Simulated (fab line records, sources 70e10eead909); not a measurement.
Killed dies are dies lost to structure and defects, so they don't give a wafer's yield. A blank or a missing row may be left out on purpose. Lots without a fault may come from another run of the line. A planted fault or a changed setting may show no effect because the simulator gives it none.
Chamber matching | flow nand_harc | NHARC_P_M1_DESCUM_14 on rie_diel-06: 4 sister chambers
The step chemistry O2, time 3 s. 20 wafers are shown with their chamber, then 10 later ones without.

WAFERS WITH THEIR CHAMBER
wafer  | chamber | showerhead_plenum_p_Torr (Torr) | drypump_motor_current_A (A) | oes_product_au (a.u.)
L074.1 | 1       | 1.98                            | 5.7                         | 0.996
L074.3 | 0       | 1.87                            | 5.3                         | 1.001
L074.4 | 2       | 2.05                            | 5.1                         | 0.999
L075.1 | 1       | 1.98                            | 5.7                         | 0.992
L075.3 | 2       | 2.05                            | 5.1                         | 1.001
L075.5 | 0       | 1.87                            | 5.3                         | 1.011
L081.3 | 1       | 1.98                            | 5.8                         | 1.004
L081.4 | 3       | 1.89                            | 5.9                         | 1.002
L081.5 | 3       | 1.90                            | 5.9                         | 1.005
L089.1 | 2       | 2.04                            | 5.1                         | 0.992
L089.2 | 3       | 1.89                            | 6.0                         | 1.004
L089.6 | 1       | 1.98                            | 5.7                         | 1.000
L093.1 | 0       | 1.86                            | 5.3                         | 1.007
L093.3 | 2       | 2.04                            | 5.1                         | 1.003
L093.5 | 0       | 1.86                            | 5.3                         | 1.013
L093.2 | 3       | 1.89                            | 6.0                         | 0.997
L093.4 | 1       | 1.97                            | 5.7                         | 1.008
L093.6 | 1       | 1.97                            | 5.7                         | 1.000
L095.2 | 1       | 1.97                            | 5.8                         | 0.992
L095.4 | 0       | 1.86                            | 5.3                         | 1.006

SIGNATURES (means of the wafers above)
reading                  | chamber 0 | chamber 1 | chamber 2 | chamber 3 | scatter within a chamber
showerhead_plenum_p_Torr | 1.8640    | 1.9757    | 2.0450    | 1.8925    | 0.0054
drypump_motor_current_A  | 5.300     | 5.729     | 5.100     | 5.950     | 0.039
oes_product_au           | 1.00760   | 0.99886   | 0.99875   | 1.00200   | 0.00505
Rule: a wafer's distance from a chamber is the root of the sum, over the readings, of the square of ((its reading less the chamber's mean) divided by the reading's scatter). The wafer belongs to the nearest chamber; if the next one is less than 2 further off, it can't be placed. The scatter: the root of (the sum of the squares of (reading less its chamber's mean) over the shown wafers, divided by (wafers less chambers)).

WAFERS WITHOUT THEIR CHAMBER
wafer  | showerhead_plenum_p_Torr (Torr) | drypump_motor_current_A (A) | oes_product_au (a.u.)
L095.6 | 1.86                            | 5.3                         | 1.009
L095.1 | 1.89                            | 6.0                         | 0.991
L095.3 | 2.04                            | 5.1                         | 1.001
L095.5 | 1.97                            | 5.7                         | 1.004
L096.1 | 2.04                            | 5.1                         | 1.003
L096.3 | 1.97                            | 5.7                         | 0.990
L096.6 | 1.97                            | 5.7                         | 1.006
L097.1 | 1.97                            | 5.7                         | 1.004
L097.4 | 2.04                            | 5.1                         | 0.998
L097.5 | 2.04                            | 5.1                         | 0.994

WHICH CHAMBER EACH WENT THROUGH
wafer  | from the rows above | in truth
L095.6 | 0                   | 0
L095.1 | 3                   | 3
L095.3 | 2                   | 2
L095.5 | 1                   | 1
L096.1 | 2                   | 2
L096.3 | 1                   | 1
L096.6 | 1                   | 1
L097.1 | 1                   | 1
L097.4 | 2                   | 2
L097.5 | 2                   | 2
Placed correctly: 10 of 10. Can't be placed from these rows: 0. Placed wrongly: 0.
